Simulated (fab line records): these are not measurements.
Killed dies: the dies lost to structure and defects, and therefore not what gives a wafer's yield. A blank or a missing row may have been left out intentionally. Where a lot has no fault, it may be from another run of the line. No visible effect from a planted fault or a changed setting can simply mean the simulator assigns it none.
fab line records :: flow nand_harc
record
  lots=5
  wafers=14
  last_day=25
route steps=1159 shown A_ONON_D1@430
lots that met no fault: from a run of the same line without faults
start_h: hours from the record's opening day to when the first of the lot's shown wafers began :: wait_h: hours since the lot's step before :: " the same as in the row above :: L1.1+2: a row that stands for several wafers :: - no value, or no start was given :: * or withheld: withheld :: < > ~ a bound
route shown NAME@n: a module of which the file shows steps, and the number in the route of the first :: usual: average and standard deviation across the fault-free wafers :: same: alike in all rows :: chamber/n: place in a boat :: sites: the reading at each site :: _std_site: standard deviation across them :: _edge_site: mean of outer sites minus mean of inner sites :: radius_mm: how far each site lies from the wafer's centre :: mask NAME#n: copy n :: behind: the last tool/chamber to shape the wafer :: hold: why the lot was held/for how many hours/how that ended :: device: the transistor (n, p or np) that didn't switch :: end of line: the tests these same wafers got at the end of their route :: step lacking rows: just its recipe :: killed: not the wafer's yield, but the dies lost to structure and defects at the first sort :: map: dies across one wafer; x = killed, . = not, _ = none there
set.NAME: the setting the step ran with; set.NAME@STEP: the setting that earlier step ran with :: model.NAME: the simulator's own value behind a step, which no gauge read
lots at some steps of the route; a table a step, a row a wafer
services: from which hour (start_h, from the record's first day; less than 0 if before it) a tool's chamber was out of use, for how many hours, and why
## steps
# step NHARC_A_ONON_D1_DEP_09
# recipe
  target_thk_a=10000
  n2_flow_sccm=2750
  n2o_flow_sccm=2000
  nh3_flow_sccm=500
  sih4_flow_sccm=210
  temp_c=400
# step NHARC_A_ONON_D1_THK_MEAS_11
# recipe
  thk_meas_gauge=ellipsometry
# usual
  thk_nm=999/9.2
lot.wafer: L280.4
tool: film_metro-01
chamber: -
start_h: 215.38
wait_h: -
thk_nm: 1000

lot.wafer: L280.5
tool: film_metro-01
chamber: -
start_h: 215.38
wait_h: -
thk_nm: 998

lot.wafer: L285.1
tool: film_metro-01
chamber: -
start_h: 248.04
wait_h: -
thk_nm: 1007

lot.wafer: L285.3
tool: film_metro-01
chamber: -
start_h: 248.04
wait_h: -
thk_nm: 1007

lot.wafer: L285.5
tool: film_metro-01
chamber: -
start_h: 248.04
wait_h: -
thk_nm: 1006

lot.wafer: L288.1
tool: film_metro-01
chamber: -
start_h: 258.88
wait_h: -
thk_nm: 1001

lot.wafer: L288.3
tool: film_metro-01
chamber: -
start_h: 258.88
wait_h: -
thk_nm: 1002

lot.wafer: L288.6
tool: film_metro-01
chamber: -
start_h: 258.88
wait_h: -
thk_nm: 1002

lot.wafer: L292.2
tool: film_metro-01
chamber: -
start_h: 286.38
wait_h: -
thk_nm: 988

lot.wafer: L292.3
tool: film_metro-01
chamber: -
start_h: 286.38
wait_h: -
thk_nm: 988

lot.wafer: L292.4
tool: film_metro-01
chamber: -
start_h: 286.38
wait_h: -
thk_nm: 990

lot.wafer: L293.1
tool: film_metro-01
chamber: -
start_h: 299.22
wait_h: -
thk_nm: 980

lot.wafer: L293.3
tool: film_metro-01
chamber: -
start_h: 299.22
wait_h: -
thk_nm: 980

lot.wafer: L293.6
tool: film_metro-01
chamber: -
start_h: 299.22
wait_h: -
thk_nm: 980
# step NHARC_A_ONON_D1_DEP_12
# recipe
  target_thk_a=10000
  n2_flow_sccm=2750
  n2o_flow_sccm=2000
  nh3_flow_sccm=500
  sih4_flow_sccm=210
  temp_c=400
# step NHARC_A_ONON_D1_THK_MEAS_14
# recipe
  thk_meas_gauge=ellipsometry
# usual
  thk_nm=1002/12
lot.wafer: L280.4
tool: film_metro-01
chamber: -
start_h: 215.94
wait_h: -
thk_nm: 1002

lot.wafer: L280.5
tool: film_metro-01
chamber: -
start_h: 215.94
wait_h: -
thk_nm: 1000

lot.wafer: L285.1
tool: film_metro-01
chamber: -
start_h: 248.60
wait_h: -
thk_nm: 1003

lot.wafer: L285.3
tool: film_metro-01
chamber: -
start_h: 248.60
wait_h: -
thk_nm: 1003

lot.wafer: L285.5
tool: film_metro-01
chamber: -
start_h: 248.60
wait_h: -
thk_nm: 1004

lot.wafer: L288.1
tool: film_metro-01
chamber: -
start_h: 259.45
wait_h: -
thk_nm: 1002

lot.wafer: L288.3
tool: film_metro-01
chamber: -
start_h: 259.45
wait_h: -
thk_nm: 1000

lot.wafer: L288.6
tool: film_metro-01
chamber: -
start_h: 259.45
wait_h: -
thk_nm: 1001

lot.wafer: L292.2
tool: film_metro-01
chamber: -
start_h: 286.95
wait_h: -
thk_nm: 1002

lot.wafer: L292.3
tool: film_metro-01
chamber: -
start_h: 286.95
wait_h: -
thk_nm: 1004

lot.wafer: L292.4
tool: film_metro-01
chamber: -
start_h: 286.95
wait_h: -
thk_nm: 1004

lot.wafer: L293.1
tool: film_metro-01
chamber: -
start_h: 299.80
wait_h: -
thk_nm: 992

lot.wafer: L293.3
tool: film_metro-01
chamber: -
start_h: 299.80
wait_h: -
thk_nm: 991

lot.wafer: L293.6
tool: film_metro-01
chamber: -
start_h: 299.80
wait_h: -
thk_nm: 990
# step NHARC_A_ONON_D1_ANNEAL_15
# recipe
  temp_c=750
  time_s=3600
# step NHARC_A_ONON_D1_DEP_16
# recipe
  target_thk_a=10000
  n2_flow_sccm=2750
  n2o_flow_sccm=2000
  nh3_flow_sccm=500
  sih4_flow_sccm=210
  temp_c=400
# step NHARC_A_ONON_D1_THK_MEAS_18
# recipe
  thk_meas_gauge=ellipsometry
# usual
  thk_nm=1001/11
lot.wafer: L280.4
tool: film_metro-01
chamber: -
start_h: 222.09
wait_h: -
thk_nm: 989

lot.wafer: L280.5
tool: film_metro-01
chamber: -
start_h: 222.09
wait_h: -
thk_nm: 990

lot.wafer: L285.1
tool: film_metro-01
chamber: -
start_h: 255.69
wait_h: -
thk_nm: 995

lot.wafer: L285.3
tool: film_metro-01
chamber: -
start_h: 255.69
wait_h: -
thk_nm: 997

lot.wafer: L285.5
tool: film_metro-01
chamber: -
start_h: 255.69
wait_h: -
thk_nm: 997

lot.wafer: L288.1
tool: film_metro-01
chamber: -
start_h: 264.56
wait_h: -
thk_nm: 1002

lot.wafer: L288.3
tool: film_metro-01
chamber: -
start_h: 264.56
wait_h: -
thk_nm: 1001

lot.wafer: L288.6
tool: film_metro-01
chamber: -
start_h: 264.56
wait_h: -
thk_nm: 999

lot.wafer: L292.2
tool: film_metro-01
chamber: -
start_h: 294.08
wait_h: -
thk_nm: 991

lot.wafer: L292.3
tool: film_metro-01
chamber: -
start_h: 294.08
wait_h: -
thk_nm: 993

lot.wafer: L292.4
tool: film_metro-01
chamber: -
start_h: 294.08
wait_h: -
thk_nm: 993

lot.wafer: L293.1
tool: film_metro-01
chamber: -
start_h: 316.72
wait_h: -
thk_nm: 1015

lot.wafer: L293.3
tool: film_metro-01
chamber: -
start_h: 316.72
wait_h: -
thk_nm: 1016

lot.wafer: L293.6
tool: film_metro-01
chamber: -
start_h: 316.72
wait_h: -
thk_nm: 1016
# step NHARC_A_ONON_D1_DEP_19
# recipe
  target_thk_a=10000
  n2_flow_sccm=2750
  n2o_flow_sccm=2000
  nh3_flow_sccm=500
  sih4_flow_sccm=210
  temp_c=400
# step NHARC_A_ONON_D1_THK_MEAS_21
# recipe
  thk_meas_gauge=ellipsometry
# usual
  thk_nm=997/9.9
lot.wafer: L280.4
tool: film_metro-01
chamber: -
start_h: 222.66
wait_h: -
thk_nm: 1009

lot.wafer: L280.5
tool: film_metro-01
chamber: -
start_h: 222.66
wait_h: -
thk_nm: 1011

lot.wafer: L285.1
tool: film_metro-01
chamber: -
start_h: 256.26
wait_h: -
thk_nm: 1007

lot.wafer: L285.3
tool: film_metro-01
chamber: -
start_h: 256.26
wait_h: -
thk_nm: 1006

lot.wafer: L285.5
tool: film_metro-01
chamber: -
start_h: 256.26
wait_h: -
thk_nm: 1006

lot.wafer: L288.1
tool: film_metro-01
chamber: -
start_h: 265.13
wait_h: -
thk_nm: 998

lot.wafer: L288.3
tool: film_metro-01
chamber: -
start_h: 265.13
wait_h: -
thk_nm: 998

lot.wafer: L288.6
tool: film_metro-01
chamber: -
start_h: 265.13
wait_h: -
thk_nm: 1000

lot.wafer: L292.2
tool: film_metro-01
chamber: -
start_h: 294.64
wait_h: -
thk_nm: 996

lot.wafer: L292.3
tool: film_metro-01
chamber: -
start_h: 294.64
wait_h: -
thk_nm: 998

lot.wafer: L292.4
tool: film_metro-01
chamber: -
start_h: 294.64
wait_h: -
thk_nm: 997

lot.wafer: L293.1
tool: film_metro-01
chamber: -
start_h: 317.30
wait_h: -
thk_nm: 974

lot.wafer: L293.3
tool: film_metro-01
chamber: -
start_h: 317.30
wait_h: -
thk_nm: 974

lot.wafer: L293.6
tool: film_metro-01
chamber: -
start_h: 317.30
wait_h: -
thk_nm: 975
# step NHARC_A_ONON_D1_DEP_22
# recipe
  target_thk_a=10000
  n2_flow_sccm=2750
  n2o_flow_sccm=2000
  nh3_flow_sccm=500
  sih4_flow_sccm=210
  temp_c=400
# step NHARC_A_ONON_D1_THK_MEAS_24
# recipe
  thk_meas_gauge=ellipsometry
# usual
  thk_nm=1002/11
lot.wafer: L280.4
tool: film_metro-01
chamber: -
start_h: 223.23
wait_h: -
thk_nm: 1012

lot.wafer: L280.5
tool: film_metro-01
chamber: -
start_h: 223.23
wait_h: -
thk_nm: 1009

lot.wafer: L285.1
tool: film_metro-01
chamber: -
start_h: 256.82
wait_h: -
thk_nm: 1023

lot.wafer: L285.3
tool: film_metro-01
chamber: -
start_h: 256.82
wait_h: -
thk_nm: 1022

lot.wafer: L285.5
tool: film_metro-01
chamber: -
start_h: 256.82
wait_h: -
thk_nm: 1021

lot.wafer: L288.1
tool: film_metro-01
chamber: -
start_h: 265.69
wait_h: -
thk_nm: 997

lot.wafer: L288.3
tool: film_metro-01
chamber: -
start_h: 265.69
wait_h: -
thk_nm: 997

lot.wafer: L288.6
tool: film_metro-01
chamber: -
start_h: 265.69
wait_h: -
thk_nm: 998

lot.wafer: L292.2
tool: film_metro-01
chamber: -
start_h: 295.23
wait_h: -
thk_nm: 995

lot.wafer: L292.3
tool: film_metro-01
chamber: -
start_h: 295.23
wait_h: -
thk_nm: 994

lot.wafer: L292.4
tool: film_metro-01
chamber: -
start_h: 295.23
wait_h: -
thk_nm: 994

lot.wafer: L293.1
tool: film_metro-01
chamber: -
start_h: 317.87
wait_h: -
thk_nm: 1002

lot.wafer: L293.3
tool: film_metro-01
chamber: -
start_h: 317.87
wait_h: -
thk_nm: 1000

lot.wafer: L293.6
tool: film_metro-01
chamber: -
start_h: 317.87
wait_h: -
thk_nm: 1001
# step NHARC_A_ONON_D1_DEP_25
# recipe
  target_thk_a=10000
  n2_flow_sccm=2750
  n2o_flow_sccm=2000
  nh3_flow_sccm=500
  sih4_flow_sccm=210
  temp_c=400
lot.wafer: L280.4+5
tool: pecvd_onon-03
chamber: 0
start_h: 223.45
wait_h: 0.2

lot.wafer: L285.1+3+5
tool: pecvd_onon-01
chamber: 0
start_h: 256.88
wait_h: 0.1

lot.wafer: L288.1+3+6
tool: pecvd_onon-02
chamber: 0
start_h: 265.75
wait_h: 0.1

lot.wafer: L292.2+3+4
tool: pecvd_onon-03
chamber: 0
start_h: 295.35
wait_h: 0.1

lot.wafer: L293.1+3+6
tool: pecvd_onon-02
chamber: 0
start_h: 317.93
wait_h: 0.1
# step NHARC_A_ONON_D1_THK_MEAS_27
# recipe
  thk_meas_gauge=ellipsometry
# usual
  thk_nm=996/7.7
lot.wafer: L280.4
tool: film_metro-01
chamber: -
start_h: 223.79
wait_h: -
thk_nm: 1002

lot.wafer: L280.5
tool: film_metro-01
chamber: -
start_h: 223.79
wait_h: -
thk_nm: 1026

lot.wafer: L285.1
tool: film_metro-01
chamber: -
start_h: 257.39
wait_h: -
thk_nm: 1000

lot.wafer: L285.3
tool: film_metro-01
chamber: -
start_h: 257.39
wait_h: -
thk_nm: 999

lot.wafer: L285.5
tool: film_metro-01
chamber: -
start_h: 257.39
wait_h: -
thk_nm: 999

lot.wafer: L288.1
tool: film_metro-01
chamber: -
start_h: 266.27
wait_h: -
thk_nm: 1002

lot.wafer: L288.3
tool: film_metro-01
chamber: -
start_h: 266.27
wait_h: -
thk_nm: 1005

lot.wafer: L288.6
tool: film_metro-01
chamber: -
start_h: 266.27
wait_h: -
thk_nm: 1005

lot.wafer: L292.2
tool: film_metro-01
chamber: -
start_h: 295.80
wait_h: -
thk_nm: 995

lot.wafer: L292.3
tool: film_metro-01
chamber: -
start_h: 295.80
wait_h: -
thk_nm: 996

lot.wafer: L292.4
tool: film_metro-01
chamber: -
start_h: 295.80
wait_h: -
thk_nm: 997

lot.wafer: L293.1
tool: film_metro-01
chamber: -
start_h: 318.44
wait_h: -
thk_nm: 1001

lot.wafer: L293.3
tool: film_metro-01
chamber: -
start_h: 318.44
wait_h: -
thk_nm: 1000

lot.wafer: L293.6
tool: film_metro-01
chamber: -
start_h: 318.44
wait_h: -
thk_nm: 999
# step NHARC_A_ONON_D1_DEP_28
# recipe
  target_thk_a=10000
  n2_flow_sccm=2750
  n2o_flow_sccm=2000
  nh3_flow_sccm=500
  sih4_flow_sccm=210
  temp_c=400
## services
tool: pecvd_onon-02
chamber: -
start_h: 292.00
hours: 13.0
kind: pm
## key
first_sign
  step=NHARC_A_ONON_D1_THK_MEAS_27
  reading=thk_nm
  direction=up
  sigmas=3.8
  usual=996
  struck=1026
effect none on later readings
met_at NHARC_A_ONON_D1_DEP_25
struck_wafers L280.5
sort_left_out L280.5
tester_left_out L280
fault
  kind=process_parameter_drift
  tool=pecvd_onon-03
  chamber=-
  onset_h=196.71
  steps=NHARC_A_ONON_D1_DEP_25
  channel=target_thk_a
  offset=*
  shape=step
  end_h=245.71
  scope=struck_wafers_only
  acts_in=*
  stated=*
# tester_left_out: of these lots the tester's yield and bins aren't shown, on N5 and GAA mostly nor the transistor test; their killed dies are dies lost to structure and defects alone, not to doping, threshold or leakage, so they don't give the yield
# sort_left_out: the simulated sort isn't trusted on such a fault, so these wafers' sort isn't shown, and their yield isn't known
